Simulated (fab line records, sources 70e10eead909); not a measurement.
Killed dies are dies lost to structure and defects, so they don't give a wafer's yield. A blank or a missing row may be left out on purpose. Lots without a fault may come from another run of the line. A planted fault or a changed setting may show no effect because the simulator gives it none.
Which tool did it? | flow nand_harc | 6 lots, 18 wafers sampled, at 3 steps of a route of 1159

WHAT THE GAUGES READ, wafer by wafer
NHARC_P_GATE_INSPECT_68.
lot  | measured     | on                | raw_defect_count
L355 | day 5 16:08  | defect_inspect-01 | 265 242 199
L357 | day 6 03:48  | defect_inspect-01 | 238 256 374
L359 | day 6 14:59  | defect_inspect-01 | 154 248 178
L366 | day 8 18:13  | defect_inspect-01 | 221 212 164
L370 | day 9 13:47  | defect_inspect-01 | 103 93 104
L372 | day 10 08:19 | defect_inspect-01 | 87 133 232

WHICH TOOL RAN EACH LOT (tool, then ch and the chambers of the sampled wafers, then the start)
lot  | NHARC_P_GATE_ALD_36              | NHARC_P_GATE_STRIP_96
L355 | ald_sin-01 ch 0,1,3, day 4 22:41 | wet_bench-05 ch 2,3,7, day 5 14:31
L357 | ald_sin-02 ch 1,2,3, day 5 13:28 | wet_bench-01 ch 0,2,4, day 6 02:12
L359 | ald_sin-02 ch 0,1,3, day 5 22:51 | wet_bench-05 ch 1,4,5, day 6 13:22
L366 | ald_sin-03 ch 0,1, day 8 00:44   | wet_bench-01 ch 0,2,4, day 8 16:35
L370 | ald_sin-01 ch 2,3, day 8 21:32   | wet_bench-01 ch 1,4,7, day 9 11:54
L372 | ald_sin-01 ch 0,2,3, day 9 17:11 | wet_bench-01 ch 1,2,3, day 10 05:56
- NHARC_P_GATE_ALD_36: deposits SiNx, target thk 20 nm, pulse time 60 s, ald cycles 223.
- NHARC_P_GATE_STRIP_96: strips in SPM, time 900 s.

THE ANSWER, worked out from the rows above alone
Rule: what is usual is taken from the lots themselves. Put in order of their means at a reading, lots are off if they are a third of the lots or fewer, leave a main group of 4 or more, and stand apart from it by a gap of 3 or more times the standard deviation of the main group's means; of several such gaps the widest counts. A main group whose means are all the same, to the digits that the tables above print for the reading, isn't used. A lot without any number at a reading at which 4 lots or more have one is off too. The other lots that the step has rows for count as sound.
No lot is off at any reading shown: from this, nothing can be told.

WHAT THE SIMULATOR HAD PUT IN
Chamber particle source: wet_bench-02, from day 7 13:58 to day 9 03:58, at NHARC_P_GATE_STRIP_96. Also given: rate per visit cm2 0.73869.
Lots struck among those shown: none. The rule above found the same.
